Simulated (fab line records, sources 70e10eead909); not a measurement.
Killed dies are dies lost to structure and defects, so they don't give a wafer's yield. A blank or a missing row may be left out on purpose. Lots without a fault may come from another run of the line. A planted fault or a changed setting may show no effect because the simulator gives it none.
fab line records | flow nand_harc
record lots=7 wafers=21 last_day=25
route steps=1159 shown P_M2@339 P_BONDPAD@351
lots that met no fault: from a run of the same line without faults
start_h: hours from the record's first day to the start of the lot's first wafer shown | wait_h: hours since the lot's step before | " the same as in the row above | L1.1+2: a row that stands for several wafers | - no value, or no start given | * or withheld: withheld | < > ~ a bound
route shown NAME@n: a module of which the file shows steps, and the number in the route of the first | usual: mean/standard deviation of fault-free wafers | same: alike in all rows | chamber/n: place in a boat | sites: the reading at each site | _std_site: their standard deviation | _edge_site: outer sites' mean less inner sites' | radius_mm: how far each site lies from the wafer's centre | mask NAME#n: copy n | behind: the tool/chamber that last shaped the wafer | hold: why the lot was held/for how many hours/how that ended | device: the transistor (n, p or np) that didn't switch | end of line: the same wafers' tests at the end of the route | a step without rows: its recipe alone | killed: dies lost to structure and defects at the first sort, not the wafer's yield | map: a wafer's dies, x killed, . not, _ none there
set.NAME: the setting as run; set.NAME@STEP: as run at that earlier step | model.NAME: the simulator's own value behind a step, which no gauge read
lots at some steps of the route; a table a step, a row a wafer
services: from which hour (start_h, from the record's first day; less than 0 if before it) a tool's chamber was out of use, for how many hours, and why
## steps
# step NHARC_P_M2_PRE_CLEAN_30
# recipe time_s=30 temp_c=280 gas=H2/He
# usual heater_power_w=402/44
# columns lot.wafer tool chamber start_h wait_h heater_power_w
L602.2 pvd_sputter-01 - - - 404
L602.4 " - " " 446
L602.3 " - " " 444
L606.3 pvd_sputter-01 - - - 434
L606.1 " - " " 453
L606.6 " - " " 442
L607.4 pvd_sputter-02 - - - 381
L607.6 " - " " 440
L607.5 " - " " 355
L609.3 pvd_sputter-03 - - - 391
L609.1 " - " " 333
L609.5 " - " " 382
L608.3 pvd_sputter-01 - - - 445
L608.2 " - " " 408
L608.5 " - " " 439
L619.4 pvd_sputter-02 - - - 424
L619.3 " - " " 391
L619.5 " - " " 379
L622.3 pvd_sputter-01 - - - 440
L622.5 " - " " 455
L622.6 " - " " 442
# step NHARC_P_M2_PVD_20
# recipe target_thk_a=50 bias_v=168.6 power_w=15000 chamber_pressure_pa=0.12 time_s=8.06 substrate_temp_c=50 material=TaN
# step NHARC_P_M2_PVD_21
# recipe target_thk_a=300 chamber_pressure_pa=5 power_w=5000 substrate_temp_c=30 time_s=20.49 material=Cu
# step NHARC_P_M2_ECD_22
# recipe target_thk_a=4000 bath_temp_c=25 material=Cu
# step NHARC_P_M2_ANNEAL_31
# recipe temp_c=225 time_s=90
# usual wafer_temp_C_max=225.96/0.25
# columns lot.wafer tool chamber start_h wait_h wafer_temp_C_max
L602.2 rtp_anneal-01 0 154.97 0.4 226.05
L602.3 " 0 " " 226.00
L602.4 " 0 " " 225.68
L606.1 rtp_anneal-01 0 169.49 - 225.74
L606.3 " 0 " " 225.89
L606.6 " 0 " " 226.15
L607.4 rtp_anneal-01 0 174.54 0.4 226.21
L607.5 " 0 " " 225.87
L607.6 " 0 " " 226.11
L609.1 rtp_anneal-01 0 179.91 - 225.97
L609.3 " 0 " " 226.52
L609.5 " 0 " " 226.12
L608.2 rtp_anneal-02 0 180.27 0.4 225.98
L608.3 " 0 " " 226.38
L608.5 " 0 " " 226.55
L619.3 rtp_anneal-02 0 245.87 - 226.28
L619.4 " 0 " " 226.21
L619.5 " 0 " " 226.11
L622.3 rtp_anneal-01 0 272.95 - 225.91
L622.5 " 0 " " 225.79
L622.6 " 0 " " 226.26
# step NHARC_P_M2_CMP_23
# recipe t_overpolish_s=20 target_thk_nm=144.3
# usual edge_zone_pressure_frac=1.000/0.005 motor_current_A=11.9/0.9 time_to_endpoint_s=29.2/2.7
# columns lot.wafer tool chamber start_h wait_h edge_zone_pressure_frac motor_current_A time_to_endpoint_s
L602.2 cmp-03 2 155.27 - 0.997 11.7 30.4
L602.4 " 3 " " 1.005 11.8 30.0
L602.3 " 1 " " 0.991 13.4 32.4
L606.1 cmp-04 0 169.83 - 0.998 11.1 26.0
L606.3 " 1 " " 1.003 11.4 27.6
L606.6 " 0 " " 0.998 11.1 24.8
L607.4 cmp-02 3 174.76 - 0.995 13.0 33.4
L607.5 " 2 " " 1.004 11.6 29.2
L607.6 " 3 " " 0.999 12.6 33.2
L609.3 cmp-02 2 180.31 - 1.001 12.1 27.4
L609.1 " 3 " " 0.993 12.8 30.9
L609.5 " 1 " " 1.009 14.1 31.2
L608.2 cmp-03 2 180.56 - 0.999 11.8 27.2
L608.3 " 3 " " 1.002 11.8 27.1
L608.5 " 3 " " 1.007 11.5 26.0
L619.4 cmp-04 2 246.12 - 0.998 11.6 27.9
L619.3 " 1 " " 1.002 11.5 30.5
L619.5 " 2 " " 0.996 12.2 30.2
L622.3 cmp-02 0 273.22 - 1.001 9.9 28.5
L622.6 " 3 " " 1.005 12.4 33.4
L622.5 " 0 " " 1.001 10.4 29.5
# step NHARC_P_M2_THK_MEAS_24
# recipe thk_meas_gauge=xrf
# usual thk_nm=144.2/1.4
# columns lot.wafer tool chamber start_h wait_h thk_nm
L602.2 film_metro-02 - 155.59 - 144.0
L602.3 " - " " 142.3
L602.4 " - " " 143.5
L606.1 film_metro-02 - 170.15 - 145.5
L606.3 " - " " 144.7
L606.6 " - " " 142.4
L607.4 film_metro-02 - 175.05 - 144.1
L607.5 " - " " 144.0
L607.6 " - " " 144.3
L609.1 film_metro-02 - 180.57 - 144.8
L609.3 " - " " 145.1
L609.5 " - " " 146.3
L608.2 film_metro-02 - 180.88 - 144.7
L608.3 " - " " 144.1
L608.5 " - " " 144.7
L619.3 film_metro-01 - 246.44 - 147.4
L619.4 " - " " 144.3
L619.5 " - " " 143.3
L622.3 film_metro-02 - 273.51 - 142.4
L622.5 " - " " 146.0
L622.6 " - " " 143.6
# step NHARC_P_M2_SRD_25
# step NHARC_P_M2_INSPECT_27
# usual raw_defect_count=315/110
# columns lot.wafer tool chamber start_h wait_h raw_defect_count
L602.2 defect_inspect-02 - 155.74 0.0 322
L602.3 " - " " 227
L602.4 " - " " 421
L606.1 defect_inspect-02 - 170.31 0.0 218
L606.3 " - " " 313
L606.6 " - " " 428
L607.4 defect_inspect-02 - 175.22 0.0 159
L607.5 " - " " 320
L607.6 " - " " 230
L609.1 defect_inspect-02 - 180.72 0.0 439
L609.3 " - " " 341
L609.5 " - " " 309
L608.2 defect_inspect-01 - 181.05 0.0 204
L608.3 " - " " 202
L608.5 " - " " 282
L619.3 defect_inspect-02 - 246.61 0.0 308
L619.4 " - " " 225
L619.5 " - " " 764
L622.3 defect_inspect-02 - 273.67 0.0 192
L622.5 " - " " 266
L622.6 " - " " 250
# step NHARC_P_M2_PRE_CLEAN_32
# recipe time_s=12 temp_c=370 rf_power_w=300 gas=NH3
# step NHARC_P_M2_DEP_33
# recipe target_thk_a=300 temp_c=370 target_thk_nm=30 pressure_torr=3 flow_sccm=200 rf_w=450 material=SiCN
# usual heater_power_w=575/67
# columns lot.wafer tool chamber start_h wait_h heater_power_w since_wet_clean_h
L602.3 pecvd-01 1 155.89 0.1 493 87
L602.2 " 2 " " 596 87
L602.4 " 1 " " 477 -
L606.3 pecvd-01 2 170.45 0.1 625 101
L606.1 " 1 " " 469 102
L606.6 " 0 " " 639 -
L607.5 pecvd-01 0 175.50 0.2 743 -
L607.6 " 1 " " 579 -
L607.4 " 2 " " 596 -
L609.1 pecvd-04 0 180.87 0.1 584 154
L609.3 " 2 " " 684 154
L609.5 " 0 " " 599 -
L608.3 pecvd-02 2 181.20 0.1 640 15
L608.2 " 0 " " 578 15
L608.5 " 0 " " 602 -
L619.3 pecvd-02 0 246.79 0.1 519 80
L619.4 " 0 " " 515 -
L619.5 " 1 " " 522 -
L622.3 pecvd-02 1 273.90 0.1 523 107
L622.5 " 2 " " 621 -
L622.6 " 1 " " 531 -
# step NHARC_P_BONDPAD_DEP_00
# recipe target_thk_a=2500 temp_c=370 target_thk_nm=250 pressure_torr=3 flow_sccm=200 rf_w=450 material=SiCN
# usual heater_power_w=584/71
# columns lot.wafer tool chamber start_h wait_h heater_power_w since_wet_clean_h
L602.3 pecvd-01 1 156.28 - 548 87
L602.2 " 0 " " 643 87
L602.4 " 1 " " 561 -
L606.3 pecvd-02 2 170.91 - 633 5
L606.1 " 0 " " 506 5
L606.6 " 0 " " 524 -
L606.3 pecvd-02 2 171.51 - 639 -
L606.1 " 0 " " 518 -
L606.6 " 0 " " 515 -
L607.5 pecvd-04 2 175.92 - 617 -
L607.4 " 0 " " 574 -
L607.6 " 1 " " 549 -
L609.3 pecvd-01 2 181.34 - 623 112
L609.1 " 0 " " 734 112
L609.5 " 1 " " 545 -
L609.3 pecvd-01 2 181.94 - 622 -
L609.1 " 0 " " 745 -
L609.5 " 1 " " 537 -
L608.3 pecvd-01 1 181.61 - 486 113
L608.2 " 0 " " 676 113
L608.5 " 0 " " 687 -
L608.3 pecvd-01 1 182.20 - 489 -
L608.2 " 0 " " 684 -
L608.5 " 0 " " 693 -
L619.3 pecvd-04 0 247.21 - 507 39
L619.4 " 2 " " 705 -
L619.5 " 1 " " 508 -
L622.3 pecvd-04 0 274.23 - 527 66
L622.5 " 0 " " 533 -
L622.6 " 1 " " 504 -
# step NHARC_P_BONDPAD_CMP_32
# recipe target_thk_nm=200 material=SiCN
# usual edge_zone_pressure_frac=1.000/0.005 motor_current_A=11.8/0.98
# columns lot.wafer tool chamber start_h wait_h edge_zone_pressure_frac motor_current_A
L602.2 cmp-01 3 156.69 - 1.001 12.3
L602.4 " 0 " " 1.004 12.0
L602.3 " 1 " " 1.007 13.5
L606.3 cmp-01 0 172.25 - 1.008 11.9
L606.1 " 2 " " 1.002 10.4
L606.6 " 3 " " 1.008 11.8
L607.4 cmp-01 3 176.24 - 0.994 12.5
L607.5 " 1 " " 0.996 13.9
L607.6 " 2 " " 0.997 10.9
L609.3 cmp-02 1 182.40 - 0.994 13.3
L609.1 " 2 " " 1.001 11.5
L609.5 " 1 " " 1.004 13.3
L608.2 cmp-04 0 182.71 - 0.994 10.9
L608.3 " 3 " " 1.007 12.5
L608.5 " 0 " " 0.998 11.7
L619.3 cmp-02 3 247.57 - 0.998 12.8
L619.4 " 0 " " 0.990 10.5
L619.5 " 3 " " 1.002 12.7
L622.3 cmp-01 0 274.71 - 0.996 11.9
L622.5 " 1 " " 0.992 13.8
L622.6 " 2 " " 1.000 10.6
## services
# columns tool chamber start_h hours kind
pecvd-04 0 151.19 3.4 repair
pecvd-02 - 153.45 13.0 pm
pecvd-04 - 155.90 1.0 repair
cmp-03 - 156.07 4.0 pm
cmp-02 - 157.97 1.9 repair
pvd_sputter-01 - 158.00 10.0 pm
cmp-03 - 163.83 1.5 repair
pecvd-01 2 177.05 2.4 repair
cmp-01 - 179.66 4.0 pm
pecvd-02 0 183.67 6.2 repair
pecvd-04 - 195.28 13.0 pm
cmp-03 - 197.25 0.2 repair
cmp-04 - 202.10 0.7 repair
cmp-04 - 203.07 4.0 pm
pvd_sputter-02 - 204.09 1.2 repair
pecvd-02 - 213.11 1.0 repair
cmp-01 - 213.80 3.7 repair
cmp-01 - 221.60 2.5 repair
cmp-02 - 225.52 0.5 repair
pecvd-04 1 227.64 5.6 repair
cmp-02 - 228.11 4.0 pm
pecvd-01 - 237.00 13.0 pm
cmp-04 - 243.15 0.5 repair
pvd_sputter-01 - 272.68 1.7 repair
## key
first_sign step=NHARC_P_BONDPAD_DEP_00 reading=visit direction=added
effect none on later readings
met_at NHARC_P_BONDPAD_DEP_00
struck_wafers L606.1,L606.3,L606.6,L608.2,L608.3,L608.5,L609.1,L609.3,L609.5
fault kind=repeated_step_whole tool=pecvd-01,pecvd-02,pecvd-04 chamber=- onset_h=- steps=NHARC_P_BONDPAD_DEP_00 times=1 scope=struck_lots_only
